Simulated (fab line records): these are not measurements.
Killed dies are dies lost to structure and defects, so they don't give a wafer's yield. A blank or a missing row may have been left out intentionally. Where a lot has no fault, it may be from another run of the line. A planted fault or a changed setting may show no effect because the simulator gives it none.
Commonality check across tools / flow nand-harc / 1 lot, 3 wafers sampled

REASON IT WAS OPENED
At NHARC_END_SORT_01 the reading killed-dies is flagged on 1 of 1 lot. Fault-free wafers read 60, with a standard deviation of 19.
Rule: flag the lot when none of its wafers has a number, or when each of its wafers that has one lies beyond 4 standard deviations from that mean. All remaining lots are regarded as sound.

lot=L275; measured=day 27 10:55; on=prober-02; killed-dies, wafer by wafer=677 677 677; flag=FLAGGED
The numbers of the flagged lots are 677 on average: +617 against the usual, or +32 standard deviations.

LOT BY LOT: THE TOOL USED
Before the reading, the record contains 3 process steps out of a 1302-step route. Each cell gives the tool, then ch followed by the chambers the sampled wafers passed through, then the start.
lot=L275; flag=FLAGGED; NHARC_A_BLC_CMP_25=cmp-03 ch 0,2,3, day 25 15:50; NHARC_A_M0_PRE_CLEAN_29=pvd-sputter-02, day 25 18:27 or earlier; NHARC_A_M0_PVD_21=pvd-sputter-02, day 25 18:27
What is done by these steps:
- NHARC_A_BLC_CMP_25: polishes, t overpolish 30 s, target thk 150 nm.
- NHARC_A_M0_PRE_CLEAN_29: time 30 s.
- NHARC_A_M0_PVD_21: deposits Cu, target thk 30 nm, time 20.49 s.
- NHARC_END_SORT_01

FLAGGED OVER TOTAL, TOOL BY TOOL (the gauges that took the reading come last)
step=NHARC_A_BLC_CMP_25; tool=cmp-03; lots run=1; flagged=1; share of the flagged lots=all; sound lots run after its first flagged lot=0
step=NHARC_A_M0_PRE_CLEAN_29; tool=pvd-sputter-02; lots run=1; flagged=1; share of the flagged lots=all; sound lots run after its first flagged lot=0
step=NHARC_A_M0_PVD_21; tool=pvd-sputter-02; lots run=1; flagged=1; share of the flagged lots=all; sound lots run after its first flagged lot=0
step=NHARC_END_SORT_01; tool=prober-02; lots run=1; flagged=1; share of the flagged lots=all; sound lots run after its first flagged lot=0
With no start given for some of its lots, NHARC_A_M0_PRE_CLEAN_29 uses the hours and lot order of NHARC_A_M0_PVD_21.

WHAT THE TABLE ALLOWS
4 rows of the table ran every flagged lot: cmp-03 at NHARC_A_BLC_CMP_25, pvd-sputter-02 at NHARC_A_M0_PRE_CLEAN_29, pvd-sputter-02 at NHARC_A_M0_PVD_21, prober-02 at NHARC_END_SORT_01.
- cmp-03 at NHARC_A_BLC_CMP_25: 1 of its 1 lot flagged. No sound lot ran on it before its first flagged lot in this sample; the start therefore can't be narrowed down.
- pvd-sputter-02 at NHARC_A_M0_PRE_CLEAN_29: 1 of its 1 lot flagged. No sound lot ran on it before its first flagged lot in this sample; the start therefore can't be narrowed down.
- pvd-sputter-02 at NHARC_A_M0_PVD_21: 1 of its 1 lot flagged. No sound lot ran on it before its first flagged lot in this sample; the start therefore can't be narrowed down.
- prober-02 at NHARC_END_SORT_01: 1 of its 1 lot flagged. No sound lot ran on it before its first flagged lot in this sample; the start therefore can't be narrowed down.
Counting lots can't tell these 3 tools apart, because each fits a fault that began at some hour. More lots, or a look at what each step does to the wafer, might.

WHAT THE SIMULATOR HAD PUT IN
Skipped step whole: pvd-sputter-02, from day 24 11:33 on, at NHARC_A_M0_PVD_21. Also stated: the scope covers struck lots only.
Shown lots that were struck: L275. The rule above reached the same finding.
